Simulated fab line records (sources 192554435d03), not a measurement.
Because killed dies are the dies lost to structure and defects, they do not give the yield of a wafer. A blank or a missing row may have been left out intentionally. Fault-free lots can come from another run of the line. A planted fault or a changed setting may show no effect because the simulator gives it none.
Chamber matching	flow n5_finfet	N5_BEOL_M4_ETCH_64 on rie_diel-03: 4 sister chambers
The step etches SOC in N2/H2, target depth 75 nm, overetch 22.5 nm, time 121.9 s. 24 wafers are shown with their chamber, then 12 later ones without.

== WAFERS WITH THEIR CHAMBER ==
wafer	chamber	drypump_motor_current_A (A)	showerhead_plenum_p_Torr (Torr)	throttle_valve_pct (%)
L074.1	1	6.1	2.59	17.50
L074.2	3	6.0	2.55	17.67
L074.3	2	5.6	2.59	17.25
L074.4	0	5.5	2.68	17.23
L074.5	1	6.2	2.59	17.49
L074.6	2	5.6	2.59	17.25
L075.2	3	6.0	2.54	17.67
L075.4	2	5.6	2.58	17.28
L075.6	0	5.5	2.68	17.22
L077.1	3	6.0	2.54	17.67
L077.2	2	5.6	2.58	17.27
L077.3	1	6.2	2.59	17.52
L077.4	0	5.5	2.68	17.23
L077.5	0	5.5	2.68	17.21
L077.6	3	6.0	2.54	17.69
L078.2	1	6.1	2.59	17.52
L078.5	2	5.6	2.58	17.28
L078.6	3	6.0	2.54	17.70
L085.1	1	6.1	2.59	17.52
L085.2	3	6.0	2.54	17.71
L085.6	3	6.0	2.54	17.71
L086.3	0	5.5	2.67	17.25
L086.4	2	5.6	2.57	17.28
L086.5	0	5.5	2.67	17.27

SIGNATURES (averages over the wafers above)
reading	chamber 0	chamber 1	chamber 2	chamber 3	scatter within a chamber
drypump_motor_current_A	5.500	6.140	5.600	6.000	0.0245
showerhead_plenum_p_Torr	2.6767	2.5900	2.5817	2.5414	0.00501
throttle_valve_pct	17.2350	17.5100	17.2683	17.6886	0.0178
Rule: a wafer lies at a distance from a chamber equal to the root of the sum of squares, over the readings, of (its reading less the chamber's mean, divided by the reading's scatter). If the next closest chamber is less than 2 further off than the closest, the wafer can't be placed; otherwise it belongs to the closest. The scatter: the root of (the sum of the squares of (reading less its chamber's mean) over the shown wafers, divided by (wafers less chambers)).

== WAFERS MISSING THEIR CHAMBER ==
wafer	drypump_motor_current_A (A)	showerhead_plenum_p_Torr (Torr)	throttle_valve_pct (%)
L089.1	6.0	2.53	17.75
L089.2	5.6	2.57	17.29
L089.3	6.1	2.58	17.56
L089.4	5.5	2.67	17.28
L089.5	5.6	2.57	17.33
L089.6	6.0	2.53	17.72
L090.1	6.1	2.58	17.56
L090.2	5.5	2.67	17.28
L090.3	5.6	2.57	17.32
L090.4	6.0	2.53	17.73
L090.5	5.6	2.57	17.33
L090.6	6.2	2.58	17.57

== WHICH CHAMBER EACH ONE RAN IN ==
wafer	from the rows above	in truth
L089.1	3	3
L089.2	2	2
L089.3	1	1
L089.4	0	0
L089.5	2	2
L089.6	3	3
L090.1	1	1
L090.2	0	0
L090.3	2	2
L090.4	3	3
L090.5	2	2
L090.6	1	1
12 of 12 placed correctly. Not placeable from these rows: 0. 0 placed wrongly.
